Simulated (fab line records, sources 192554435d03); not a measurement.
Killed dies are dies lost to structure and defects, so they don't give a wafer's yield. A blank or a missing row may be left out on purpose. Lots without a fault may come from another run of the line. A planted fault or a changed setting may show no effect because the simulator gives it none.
Split-lot experiment | flow n5_finfet | 7 lots, 39 wafers read, on a route of 1938 steps

THE SPLIT
At N5_MOL_CONTACT_COAG_ETCHBACK_136 (etches SiO2 in CHF3, target depth 25 nm, time 16.7 s), the setting target_depth_a was moved away from the recipe's 250 angstrom on 15 of the 39 wafers read, by -11.4% to +13.5%. The other wafers ran this setting at the recipe's value.

FROM THE SPLIT TO THE READING: what the file shows between them, 1 step
- N5_MOL_CONTACT_COAG_STRIP_120: strips in CHF3

THE READING
MOL_CONTACT_COAG.feature_depth_nm (the simulator's own value, which no gauge read), in nm, at N5_MOL_CONTACT_COAG_VIA_ETCH_117 (etches SiO2 in C4F6/O2, target depth 40 nm, overetch 8 nm, time 26 s). The file gives no usual value for it. The 24 wafers here that ran the recipe average 40.0 nm, standard deviation 0.57 nm.

wafer  | tool, chamber at the split | target_depth_a as run, angstrom | against the recipe | MOL_CONTACT_COAG.feature_depth_nm, nm | against lot-mates on the recipe
L074.1 | rie_diel-01, 3,2,1,3,1,2   | 250                             | recipe             | 39                                    | -
L074.4 | rie_diel-01, 3,2,1,3,1,2   | 250                             | recipe             | 39                                    | -
L074.2 | rie_diel-01, 3,2,1,3,1,2   | 250                             | recipe             | 39                                    | -
L074.3 | rie_diel-01, 3,2,1,3,1,2   | 250                             | recipe             | 40.4                                  | -
L074.5 | rie_diel-01, 3,2,1,3,1,2   | 250                             | recipe             | 40.2                                  | -
L074.6 | rie_diel-01, 3,2,1,3,1,2   | 250                             | recipe             | 39.2                                  | -
L076.1 | rie_diel-02, 2,1,3         | 238.5                           | -4.6%              | 40.6                                  | +0.7
L076.2 | rie_diel-02, 2,1,3         | 238.5                           | -4.6%              | 40.6                                  | +0.7
L076.3 | rie_diel-02, 0,1,0         | 250                             | recipe             | 40.2                                  | -
L076.6 | rie_diel-02, 0,1,0         | 250                             | recipe             | 40.2                                  | -
L076.4 | rie_diel-02, 2,1,3         | 238.5                           | -4.6%              | 40.2                                  | +0.3
L076.5 | rie_diel-02, 0,1,0         | 250                             | recipe             | 39.4                                  | -
L082.1 | rie_diel-02, 0,3,1         | 250                             | recipe             | 40.2                                  | -
L082.2 | rie_diel-02, 0,3,1         | 250                             | recipe             | 39.4                                  | -
L082.3 | rie_diel-02, 2,1,0         | 274                             | +9.6%              | 37.6                                  | -2.3
L082.4 | rie_diel-02, 2,1,0         | 274                             | +9.6%              | 37.8                                  | -2.1
L082.5 | rie_diel-02, 2,1,0         | 274                             | +9.6%              | 37.8                                  | -2.1
L082.6 | rie_diel-02, 0,3,1         | 250                             | recipe             | 40.2                                  | -
L090.2 | rie_diel-01, 0,1,2         | 250                             | recipe             | 40                                    | -
L090.3 | rie_diel-01, 0,1,2         | 250                             | recipe             | 40.4                                  | -
L090.4 | rie_diel-01, 0,1,2         | 250                             | recipe             | 39.4                                  | -
L095.1 | rie_diel-01, 1,1,3         | 250                             | recipe             | 40.6                                  | -
L095.2 | rie_diel-01, 3,0,0         | 283.7                           | +13.5%             | 36.4                                  | -3.7
L095.3 | rie_diel-01, 3,0,0         | 283.7                           | +13.5%             | 36.6                                  | -3.5
L095.4 | rie_diel-01, 1,1,3         | 250                             | recipe             | 40.6                                  | -
L095.5 | rie_diel-01, 1,1,3         | 250                             | recipe             | 39.2                                  | -
L095.6 | rie_diel-01, 3,0,0         | 283.7                           | +13.5%             | 36.6                                  | -3.5
L096.1 | rie_diel-02, 3,0,2         | 221.5                           | -11.4%             | 42.6                                  | +2.1
L096.2 | rie_diel-02, 1,2,1         | 250                             | recipe             | 40.6                                  | -
L096.3 | rie_diel-02, 3,0,2         | 221.5                           | -11.4%             | 43.4                                  | +2.9
L096.4 | rie_diel-02, 3,0,2         | 221.5                           | -11.4%             | 43.2                                  | +2.7
L096.5 | rie_diel-02, 1,2,1         | 250                             | recipe             | 40.2                                  | -
L096.6 | rie_diel-02, 1,2,1         | 250                             | recipe             | 40.6                                  | -
L097.1 | rie_diel-02, 2,0,0         | 250                             | recipe             | 40.2                                  | -
L097.2 | rie_diel-02, 2,0,0         | 250                             | recipe             | 40.4                                  | -
L097.3 | rie_diel-02, 1,3,3         | 226.2                           | -9.5%              | 42.8                                  | +2.5
L097.4 | rie_diel-02, 1,3,3         | 226.2                           | -9.5%              | 42                                    | +1.7
L097.5 | rie_diel-02, 2,0,0         | 250                             | recipe             | 40.4                                  | -
L097.6 | rie_diel-02, 1,3,3         | 226.2                           | -9.5%              | 42.2                                  | +1.9
Where a row lists several chambers, the file gives one row for several wafers and doesn't say which wafer went through which chamber.

THE FIT
A straight line over all 39 wafers: MOL_CONTACT_COAG.feature_depth_nm changes by -0.248 nm for each +1% of target_depth_a; r = -0.95; the points scatter about the line by 0.52 nm.
The same after taking each lot's own level away (the mean of its wafers on the recipe; 39 wafers): -0.235 nm for each +1%; r = -0.96; scatter 0.44 nm.
On that fit, the largest move of target_depth_a shifts the reading by 3.2 nm.
The lots' own levels span 39.47 to 40.47 nm, that is 1.8 times the standard deviation above.
So the lot-to-lot level changes the slope little: the two slopes agree.
Check: with one of the wafers moved furthest among these (+13.5%) left out of the fit, the line predicts -3.18 nm for it against its lot-mates. It came out at -3.73 nm against them.

OTHER SPLITS ON THESE WAFERS
These wafers also went through other splits before the reading. Each is held against what the fit with the lots' levels taken away leaves over:
other split on the same wafers | wafers away from the commonest value | r with MOL_CONTACT_COAG.feature_depth_nm (lot level and that fit taken away)
N5_FIN_SAQP_HM_DEP_03 time_s   | 18                                   | -0.17
N5_DUMMY_GATE_ETCH_37 source_w | 12                                   | -0.01
N5_DUMMY_GATE_ETCH_32 time_s   | 15                                   | +0.10

THE WHOLE CHAIN: every reading that the file lists as answering this split, in the file's order
step                             | what it does                                                         | reading                                                                            | change (the file's fit)               | r (the file's)
N5_MOL_CONTACT_COAG_VIA_ETCH_117 | etches SiO2 in C4F6/O2, target depth 40 nm, overetch 8 nm, time 26 s | etch.depth_nm (the simulator's own value, which no gauge read)                     | -0.232 nm for each +1% of the setting | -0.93
N5_MOL_CONTACT_COAG_VIA_ETCH_117 | etches SiO2 in C4F6/O2, target depth 40 nm, overetch 8 nm, time 26 s | MOL_CONTACT_COAG.feature_depth_nm (the simulator's own value, which no gauge read) | -0.234 nm for each +1% of the setting | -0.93

THE FILE'S OWN FIT
MOL_CONTACT_COAG.feature_depth_nm changes by -0.234 nm for each +1% of target_depth_a, r = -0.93.
